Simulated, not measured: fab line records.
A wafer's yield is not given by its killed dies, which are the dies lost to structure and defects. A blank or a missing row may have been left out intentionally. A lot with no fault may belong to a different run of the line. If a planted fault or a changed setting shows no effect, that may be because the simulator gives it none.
Struck lot and sound lot, side by side / flow n5_finfet / 40 steps out of a route of 1938
Sound: the wafers L759.2, L759.4, L759.6. Struck: wafers L776.3, L776.5 (left out: L776.6, a lot-mate that was not struck); the cause follows at the end.
Order at every step that has rows: each side's tool, ch and its chambers, its first start. Under that, the readings that differ: sound wafers / struck wafers / difference of the means / sigmas: that difference in standard deviations of wafers without a fault.
alike: readings whose means differ by less than 2 such deviations, and words and numbers that are the same on both sides. not compared: withheld readings, readings that some wafer has no value for, bounds like >300 that may hide the same value, and numbers for which the record gives no deviation and whose values overlap.
Wherever a step has rows on one side only, a row that says differs or no value, or a row with sigmas, the two part there. Numbers that don't overlap but have no deviation are shown without sigmas and don't part them. Lack of a reading on every wafer of one side parts them only where that side has two or more wafers.

N5_BEOL_M3_SPUTTER_81: material Cu, target thk 4.5 nm, time 8.29 s.
  sound on pvd_sputter-02 at day 10 10:26; struck on pvd_sputter-02 at day 15 11:14
  alike: substrate_temp_c, throttle_valve_pct
then, 1 step without rows for these wafers: N5_BEOL_M3_ANNEAL_82 (time 240 s).
N5_BEOL_M3_SPUTTER_86: material Cu, target thk 4.5 nm, time 8.29 s.
  sound on pvd_sputter-02 at day 10 10:39; struck on pvd_sputter-02 at day 15 11:27
  alike: substrate_temp_c, throttle_valve_pct
then, 1 step without rows for these wafers: N5_BEOL_M3_ANNEAL_87 (time 240 s).
N5_BEOL_M3_SPUTTER_88: material Cu, target thk 4.5 nm, time 8.29 s.
  sound on pvd_sputter-02 at day 10 10:52; struck on pvd_sputter-02 at day 15 11:40
  alike: substrate_temp_c, throttle_valve_pct
then, 4 steps without rows for these wafers: N5_BEOL_M3_ANNEAL_89 (time 240 s); N5_BEOL_M3_SPUTTER_90 (material Cu, target thk 4.5 nm, time 8.29 s); N5_BEOL_M3_ANNEAL_91 (time 240 s); N5_BEOL_M3_SPUTTER_92 (material Cu, target thk 4.5 nm, time 8.29 s).
N5_BEOL_M3_ANNEAL_93: time 240 s.
  sound on pvd_sputter-02 at day 10 11:23; struck on pvd_sputter-02 at day 15 12:11
  alike: heater_power_w
then, 2 steps without rows for these wafers: N5_BEOL_M3_SPUTTER_94 (material Cu, target thk 4.5 nm, time 8.29 s); N5_BEOL_M3_ANNEAL_95 (time 240 s).
N5_BEOL_M3_SPUTTER_96: material Cu, target thk 4.5 nm, time 8.29 s.
  sound on pvd_sputter-02 at day 10 11:45; struck on pvd_sputter-02 at day 15 12:33
  alike: substrate_temp_c, throttle_valve_pct
then, 7 steps without rows for these wafers: N5_BEOL_M3_ECD_50 (material Cu, target thk 300 nm); N5_BEOL_M3_ANNEAL_51 (time 90 s); N5_BEOL_M3_CMP_52 (polishes, stops on SiOC, t overpolish 6.8 s, target thk 40 nm); N5_BEOL_M3_PRE_CLEAN_60 (time 15 s); N5_BEOL_M3_CO_CAP_55 (material Co, precursor CCTBA/H2, target thk 2 nm, time 102.1 s); N5_BEOL_M3_PRE_CLEAN_56 (time 15 s); N5_BEOL_M3_DEP_57 (deposits SiCN from 3MS/NH3, target thk 8 nm, time 14 s).
N5_BEOL_M3_RS_MEAS_58: the measuring method here is four-point-probe.
  sound on film_metro-01 at day 10 12:50; struck on film_metro-02 at day 15 13:36
reading=M3_RS (ohm/sq); sound=0.68 0.66 0.65; struck=0.76 0.71; difference=+0.07; sigmas=+2
then, 1 step without rows for these wafers: N5_BEOL_M4_ILD_DEP_00 (deposits SiOC from DEMS/O2, target thk 79 nm, time 15.3 s).
N5_BEOL_M4_THK_MEAS_01:
  sound on film_metro-02 at day 10 12:58; struck on film_metro-02 at day 15 13:44
  alike: M4_ILD_THK
then, 11 steps without rows for these wafers: N5_BEOL_M4_PECVD_72 (deposits SiO2 from TEOS/O2, target thk 16 nm, time 18 s); N5_BEOL_M4_HM_DEP_02 (deposits TiN, target thk 20 nm); N5_BEOL_M4_COAT_61 (time 60 s, resist thk 60 nm); N5_BEOL_M4_COAT_62 (time 60 s, resist thk 12 nm); N5_BEOL_M4_COAT_73 (time 60 s, resist thk 5 nm); N5_BEOL_M4_COAT_05 (resist thk 30 nm); N5_BEOL_M4_EBR_07; N5_BEOL_M4_SOFTBAKE_06 (time 60 s); N5_BEOL_M4_EXPOSE_08 (exposes mask M4); N5_BEOL_M4_PEB_09 (peb time 60 s); N5_BEOL_M4_DEVELOP_10 (develop time 30 s).
N5_BEOL_M4_CD_MEAS_11 targets a cd of 16.79 nm.
  sound on cd_sem-02 ch 0, day 10 14:08; struck on cd_sem-01 ch 0, day 15 14:59
  alike: cd_nm
N5_BEOL_M4_OVL_MEAS_12:
  sound on overlay-02 ch 0, day 10 14:10; struck on overlay-01 ch 0, day 15 15:01
  alike: M4_OVL
then, 1 step without rows for these wafers: N5_BEOL_M4_DESCUM_16 (chemistry O2, time 7 s).
N5_BEOL_M4_ETCH_74: etches underlayer in N2/H2, target depth 6.5 nm, time 5.2 s.
  sound on rie_diel-01 ch 0,2,3, day 10 14:17; struck on rie_diel-06 ch 2,3, day 15 15:14
  alike: bias_w, drypump_motor_current_A, etch_rf_on_time_s, oes_product_au, rf_vpp_V, showerhead_plenum_p_Torr, throttle_valve_pct
  not compared: rf_hours_counter_h
then, 1 step without rows for these wafers: N5_BEOL_M4_ETCH_63 (etches SiARC in CF4, target depth 15.6 nm, time 26 s).
-- the record jumps here: 5 days lie between the struck wafers' starts before and after (it left off in module BEOL_M4 and takes up again in module PASSIVATION, whose first step shown is number 1936 of the route) --
N5_PASSIVATION_PROBE_49:
  record: rows for the struck wafers here (prober-01, day 20 05:38), none for the sound ones

== WHERE THEY PART ==
Last at N5_PASSIVATION_PROBE_49 as far as this record goes, first at N5_BEOL_M3_RS_MEAS_58.

WHY: the cause the simulator had injected
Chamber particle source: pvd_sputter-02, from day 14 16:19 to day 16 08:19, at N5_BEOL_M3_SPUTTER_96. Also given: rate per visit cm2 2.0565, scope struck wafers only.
